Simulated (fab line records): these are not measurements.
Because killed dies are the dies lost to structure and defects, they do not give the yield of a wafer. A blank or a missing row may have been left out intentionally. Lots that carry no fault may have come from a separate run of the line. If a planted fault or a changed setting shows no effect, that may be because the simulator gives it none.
fab line records	flow n5Finfet
record lots=9	wafers=27	lastDay=18
route steps=1938 shown HKMG_FIN@438 GATE_CUT@467 BEOL_M4@1111
lots that met no fault: taken from a fault-free run of the same line
startH: hours from the record's opening day to when the first of the lot's shown wafers began	waitH: time in hours since the lot's previous step	" repeats the value in the row above	L1.1+2: one row covering several wafers at once	- either no value or no given start	* or withheld: withheld	< > ~ a bound
route shown NAME@n: a module of which the file shows steps, and the number in the route of the first	usual: mean/standard deviation taken from wafers without a fault	same: alike in all rows	chamber/n: place in a boat	sites: per-site readings	_std_site: their standard deviation	_edge_site: outer sites' mean less inner sites'	radiusMm: how far each site lies from the wafer's centre	mask NAME#n: copy n	behind: tool/chamber where the wafer was last shaped	hold: the reason the lot was held/the length of the hold in hours/how it ended	device: transistor that didn't switch, given as n, p or np	end of line: the same wafers' tests at the end of the route	for a step that has no rows: nothing shown but its recipe	killed: count of dies lost to structure and defects at first sort (not the wafer's yield)	map: shows each die of a wafer: x if killed, . if not, _ if none is there
set.NAME: setting as actually run; set.NAME@STEP: the setting as run at that earlier step	model.NAME: the simulator's own value behind a step, which no gauge read
one table for each step of the route and one row for each wafer, over a sample of lots
services: when a tool's chamber went out of use (startH, in hours from the record's first day, below 0 if earlier), for how many hours, and the reason
## steps
# step N5_HKMG_FIN_ETCH_35
# recipe chemistry=N2/H2	target=SOC	targetDepthA=2158	ionEnergyEv=65	biasW=5	sourceW=3000	timeS=243.4	pressureMtorr=30	n2FlowSccm=200	h2FlowSccm=200
# usual drypumpMotorCurrentA=5.8/0.48	oesProductAu=0.76/0.072	rfVppV=142.1/0.94	showerheadPlenumPTorr=2.62/0.052	throttleValvePct=17.82/0.23
lot.wafer	tool	chamber	startH	waitH	drypumpMotorCurrentA	oesProductAu	rfHoursCounterH	rfVppV	showerheadPlenumPTorr	throttleValvePct
L696.4	rieDiel-01	0	82.58	0.0	6.3	0.78	144	142.1	2.64	17.62
L696.5	"	3	"	"	6.3	0.76	-	141.5	2.63	17.65
L696.6	"	0	"	"	6.4	0.78	-	142.0	2.64	17.65
L698.3	rieDiel-01	0	92.50	0.0	6.4	0.76	148	141.1	2.64	17.66
L698.4	"	3	"	"	6.3	0.75	174	141.7	2.62	17.68
L698.6	"	0	"	"	6.4	0.77	-	141.2	2.64	17.65
L699.1	rieDiel-01	2	99.36	0.0	5.2	0.68	233	146.0	2.60	18.22
L699.2	"	3	"	"	6.3	0.75	176	141.1	2.62	17.65
L699.6	"	2	"	"	5.2	0.69	-	140.8	2.60	18.22
L702.2	rieDiel-01	1	114.07	0.0	5.7	0.82	85	141.1	2.70	17.84
L702.3	"	3	"	"	6.3	0.75	184	142.8	2.62	17.67
L702.5	"	3	"	"	6.3	0.75	-	142.4	2.62	17.69
L713.3	rieDiel-01	1	177.74	0.0	5.7	0.78	109	142.2	2.69	17.89
L713.4	"	3	"	"	6.3	0.73	210	143.0	2.61	17.71
L713.5	"	2	"	"	5.2	0.98	-	142.4	2.59	17.79
L715.1	rieDiel-01	3	194.09	0.0	6.3	0.71	216	141.2	2.61	17.73
L715.4	"	0	"	"	6.3	0.73	189	143.9	2.62	17.71
L715.5	"	3	"	"	6.3	0.72	-	142.1	2.61	17.76
L717.2	rieDiel-01	3	204.26	0.0	6.3	0.73	220	142.0	2.60	17.76
L717.3	"	0	"	"	6.3	0.73	193	142.0	2.62	17.72
L717.6	"	1	"	"	5.7	0.78	-	143.1	2.69	17.90
L718.3	rieDiel-05	3	211.26	0.0	5.7	0.66	251	141.2	2.51	18.44
L718.4	"	3	"	"	5.7	0.67	-	142.6	2.51	18.44
L718.5	"	1	"	"	5.1	0.76	-	140.7	2.52	17.53
L719.2	rieDiel-01	3	217.71	0.0	6.3	0.72	225	141.5	2.60	17.75
L719.3	"	2	"	"	5.3	0.91	15	142.5	2.59	17.80
L719.5	"	1	"	"	5.7	0.77	-	141.0	2.69	17.91
# step N5_HKMG_FIN_ALD_21
# recipe material=TiN	targetThkA=15	tempC=400	aldPrecursorFamily=TiCl4	aldCoReactant=NH3	pulseTimeS=1	purgeTimeS=3	coReactantPurgeTimeS=2	coReactantPulseTimeS=2	aldCycles=68	pressureTorr=3
# usual heaterPowerW=907/54	precursorPulseHeightRel=0.999/0.017
# same pulseTimeS=1
lot.wafer	tool	chamber	startH	waitH	heaterPowerW	precursorPulseHeightRel
L696.4	aldMetal-02	3	85.46	0.1	900	1.012
L696.5	"	1	"	"	774	0.988
L696.6	"	2	"	"	997	1.000
L698.3	aldMetal-04	2	95.68	0.1	907	0.980
L698.4	"	0	"	"	922	1.011
L698.6	"	2	"	"	926	0.994
L699.1	aldMetal-02	3	103.11	0.3	902	1.002
L699.2	"	2	"	"	1018	1.029
L699.6	"	2	"	"	1014	1.021
L702.2	aldMetal-02	2	117.26	0.3	1035	1.003
L702.3	"	1	"	"	808	1.004
L702.5	"	0	"	"	821	1.005
L713.3	aldMetal-01	0	180.59	0.1	908	1.008
L713.4	"	1	"	"	862	0.985
L713.5	"	0	"	"	897	1.002
L715.1	aldMetal-04	0	197.03	0.3	906	1.020
L715.4	"	1	"	"	986	1.017
L715.5	"	2	"	"	916	1.009
L717.2	aldMetal-04	3	207.26	0.3	931	0.996
L717.3	"	0	"	"	914	0.968
L717.6	"	0	"	"	928	1.030
L718.3	aldMetal-02	2	214.11	0.1	992	0.976
L718.4	"	3	"	"	917	1.006
L718.5	"	1	"	"	814	0.988
L719.2	aldMetal-01	0	220.59	0.3	894	1.013
L719.3	"	1	"	"	855	1.016
L719.5	"	2	"	"	892	0.988
# step N5_GATE_CUT_ETCHBACK_30
# recipe chemistry=Cl2/Ar	target=TiN	targetDepthA=30	mode=isotropic	pressureMtorr=10	icpW=600	biasW=60	Cl2_flow_sccm=40	Ar_flow_sccm=60
# usual drypumpMotorCurrentA=6.0/0.43	oesProductAu=0.75/0.078	throttleValvePct=21.0/0.3
lot.wafer	tool	chamber	startH	waitH	drypumpMotorCurrentA	oesProductAu	rfHoursCounterH	throttleValvePct
L696.4	rieMetal-03	0	86.96	0.0	6.6	0.74	-	21.2
L696.5	"	0	"	"	6.6	0.74	-	21.2
L696.6	"	1	"	"	5.5	0.84	-	20.7
L698.3	rieMetal-02	0	97.18	0.0	6.5	0.73	-	20.5
L698.4	"	1	"	"	5.7	0.90	-	20.7
L698.6	"	1	"	"	5.7	0.89	-	20.7
L699.1	rieMetal-03	0	104.69	0.1	6.6	0.74	58	21.2
L699.2	"	1	"	"	5.5	0.84	24	20.7
L699.6	"	0	"	"	6.6	0.74	-	21.2
L702.2	rieMetal-01	1	118.75	0.1	6.0	0.69	72	21.2
L702.3	"	0	"	"	5.8	0.65	-	21.4
L702.5	"	1	"	"	6.0	0.71	-	21.2
L713.3	rieMetal-03	0	182.19	0.0	6.6	0.72	-	21.2
L713.4	"	1	"	"	5.5	0.81	-	20.8
L713.5	"	1	"	"	5.5	1.00	-	20.5
L715.1	rieMetal-03	1	198.52	0.1	5.5	1.01	31	20.5
L715.4	"	1	"	"	5.5	0.81	-	20.8
L715.5	"	1	"	"	5.5	1.01	-	20.5
L717.2	rieMetal-02	1	208.76	0.1	5.7	0.84	18	20.7
L717.3	"	1	"	"	5.7	0.85	-	20.7
L717.6	"	0	"	"	6.5	0.71	-	20.5
L718.3	rieMetal-01	1	215.62	0.0	6.0	0.68	-	21.2
L718.4	"	0	"	"	5.8	0.63	-	21.4
L718.5	"	1	"	"	6.1	0.67	-	21.2
L719.2	rieMetal-01	1	222.08	0.1	6.1	0.67	81	21.2
L719.3	"	1	"	"	6.0	0.67	-	21.2
L719.5	"	0	"	"	5.8	0.63	-	21.4
# step N5_GATE_CUT_HM_DEP_46
# recipe material=SiO2	targetThkA=1300	tempC=400	precursor=TEOS/O2	pressureTorr=6.5	rfW=900	teosFlowSccm=161.4	gas=O2	flowSccm=2650	timeS=26.6
# usual heaterPowerW=508/84	showerheadPlenumPTorr=8.34/0.032	throttleValvePct=18.8/1.3
lot.wafer	tool	chamber	startH	waitH	heaterPowerW	showerheadPlenumPTorr	throttleValvePct
L696.4	pecvd-03	0	91.58	0.1	399	8.36	18.6
L696.5	"	1	"	"	594	8.38	21.0
L696.6	"	2	"	"	511	8.34	17.7
L698.3	pecvd-04	1	101.37	0.0	484	8.29	18.1
L698.4	"	0	"	"	368	8.35	17.3
L698.6	"	2	"	"	612	8.38	19.6
L699.1	pecvd-02	1	107.72	0.0	444	8.29	20.5
L699.2	"	0	"	"	506	8.35	19.5
L699.6	"	1	"	"	469	8.34	20.4
L702.2	pecvd-02	2	122.46	0.0	537	8.35	17.2
L702.3	"	1	"	"	496	8.31	20.8
L702.5	"	1	"	"	497	8.34	20.6
L713.3	pecvd-03	1	186.12	0.0	610	8.38	20.9
L713.4	"	0	"	"	464	8.37	19.1
L713.5	"	1	"	"	617	8.34	21.0
L715.1	pecvd-03	0	202.02	0.0	349	8.34	18.8
L715.4	"	2	"	"	475	8.32	17.4
L715.5	"	1	"	"	681	8.36	21.1
L717.2	pecvd-04	0	211.86	0.0	449	8.34	17.7
L717.3	"	1	"	"	490	8.31	18.2
L717.6	"	0	"	"	463	8.36	17.3
L718.3	pecvd-03	1	220.28	0.0	661	8.36	20.9
L718.4	"	0	"	"	415	8.32	18.9
L718.5	"	1	"	"	672	8.36	20.6
L719.2	pecvd-02	1	225.11	0.0	547	8.33	20.4
L719.3	"	2	"	"	616	8.36	17.7
L719.5	"	2	"	"	611	8.33	17.7
# step N5_BEOL_M4_RC_MEAS_101
# usual DIBL_N=37.0/1.7	DIBL_P=36.7/2	IOFF_N=0.17/0.035	IOFF_P=0.22/0.035	ION_N=672/12	ION_P=461/7.5	SS_N=71.6/0.67	SS_P=73.4/0.64	VT_N=250/3.5	VT_P=-250/3.5
lot.wafer	tool	chamber	startH	waitH	DIBL_N[mV/V]	DIBL_P[mV/V]	IOFF_N[nA/um]	IOFF_P[nA/um]	ION_N[uA/um]	ION_P[uA/um]	SS_N[mV/dec]	SS_P[mV/dec]	VT_N[mV]	VT_P[mV]
L698.3	prober-01	0	176.08	0.3	38.7	41.7	0.22	0.27	674	463	72.6	75.0	248	-248
L698.4	"	0	"	"	37.0	39.1	0.16	0.20	664	454	73.0	73.4	254	-251
L698.6	"	0	"	"	35.7	36.9	0.14	0.18	645	445	72.5	73.1	256	-253
L696.4	prober-02	0	176.57	0.5	36.8	36.0	0.16	0.18	672	459	72.2	72.7	250	-252
L696.5	"	0	"	"	35.5	35.4	0.14	0.17	655	448	71.2	72.9	249	-255
L696.6	"	0	"	"	33.7	33.5	0.11	0.16	663	460	70.5	72.3	255	-254
L699.1	prober-02	0	187.31	0.0	37.0	36.5	0.17	0.25	665	462	71.7	73.2	249	-244
L699.2	"	0	"	"	37.2	36.3	0.19	0.25	675	467	72.0	73.1	245	-246
L699.6	"	0	"	"	36.3	36.4	0.18	0.25	685	473	71.3	73.8	244	-247
L702.2	prober-01	0	196.31	0.2	38.4	39.0	0.19	0.27	665	464	72.2	73.6	247	-248
L702.3	"	0	"	"	39.2	38.8	0.20	0.25	668	449	72.3	74.1	249	-249
L702.5	"	0	"	"	39.6	39.8	0.21	0.27	658	454	72.4	74.5	247	-250
L713.3	prober-02	0	261.93	0.3	40.4	40.5	0.25	0.31	683	471	73.2	74.2	244	-245
L713.4	"	0	"	"	37.3	37.0	0.17	0.24	676	465	71.6	73.6	245	-248
L713.5	"	0	"	"	37.1	36.6	0.18	0.23	690	467	71.2	73.9	246	-247
L715.1	prober-01	0	296.65	0.0	39.6	42.4	0.21	0.29	678	466	72.8	73.9	247	-248
L715.4	"	0	"	"	37.1	39.0	0.16	0.22	670	467	71.3	73.5	250	-248
L715.5	"	0	"	"	37.6	39.3	0.15	0.22	666	452	72.0	73.6	251	-249
L719.2	prober-02	0	300.09	0.2	37.0	35.8	0.15	0.21	680	467	71.1	73.7	250	-247
L719.3	"	0	"	"	35.9	34.6	0.13	0.19	658	460	70.7	72.8	251	-250
L719.5	"	0	"	"	39.1	38.2	0.19	0.25	690	470	72.1	73.5	246	-248
L717.2	prober-02	0	302.36	0.2	36.6	36.8	0.13	0.17	658	447	71.6	73.4	256	-257
L717.3	"	0	"	"	39.4	40.1	0.18	0.21	662	452	72.6	73.8	249	-251
L717.6	"	0	"	"	38.0	38.7	0.15	0.19	664	454	71.6	74.3	253	-254
L718.3	prober-02	0	322.71	0.3	35.5	34.4	0.15	0.20	675	467	72.0	73.6	250	-250
L718.4	"	0	"	"	36.0	35.2	0.16	0.22	678	466	71.8	73.5	246	-249
L718.5	"	0	"	"	35.8	34.2	0.14	0.20	664	461	71.2	73.1	251	-252
## services
tool	chamber	startH	hours	kind
rieDiel-01	-	70.05	2.8	pm
rieDiel-05	1	96.03	9.1	repair
pecvd-04	1	102.09	4.7	repair
pecvd-02	2	103.90	5.5	scheduledDown
rieDiel-01	2	108.98	7.7	repair
pecvd-02	2	112.56	5.0	scheduledDown
pecvd-03	1	121.03	2.1	scheduledDown
rieDiel-01	2	153.55	-	clean
rieDiel-01	2	153.55	-	consumableReplace:esc
rieDiel-01	2	153.55	-	consumableReplace:focusRing
rieDiel-01	2	153.55	23.5	scheduledDown
rieDiel-01	2	153.55	23.5	ventCycle
rieDiel-05	-	156.32	4.3	pm
pecvd-03	0	159.78	2.1	scheduledDown
pecvd-02	1	165.01	5.5	scheduledDown
rieDiel-01	1	182.08	1.6	repair
rieMetal-01	1	182.26	8.9	repair
aldMetal-04	2	186.00	8.6	repair
pecvd-02	2	186.39	16.3	repair
aldMetal-01	3	188.97	21.4	repair
aldMetal-04	3	193.92	7.2	repair
aldMetal-01	2	201.71	7.7	repair
pecvd-04	-	206.89	0.8	repair
aldMetal-02	2	216.87	25.7	repair
## key
firstSign step=N5_GATE_CUT_ETCHBACK_30	reading=oesProductAu	direction=up	sigmas=3.3	usual=0.75	struck=1.00
effect none on later readings
metAt N5_GATE_CUT_ETCHBACK_30
struckLots L713,L715
struckWafers L713.5,L715.1,L715.5
notActingAt N5_HKMG_FIN_ETCH_35,N5_HKMG_FIN_ALD_21,N5_GATE_CUT_HM_DEP_46
onsetBetween 104.69 182.19
fault kind=processParameterDrift	tool=rieMetal-03	chamber=-	onsetH=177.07	steps=N5_GATE_CUT_ETCHBACK_30	channel=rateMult	offset=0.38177	shape=step	endH=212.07	scope=struckWafersOnly
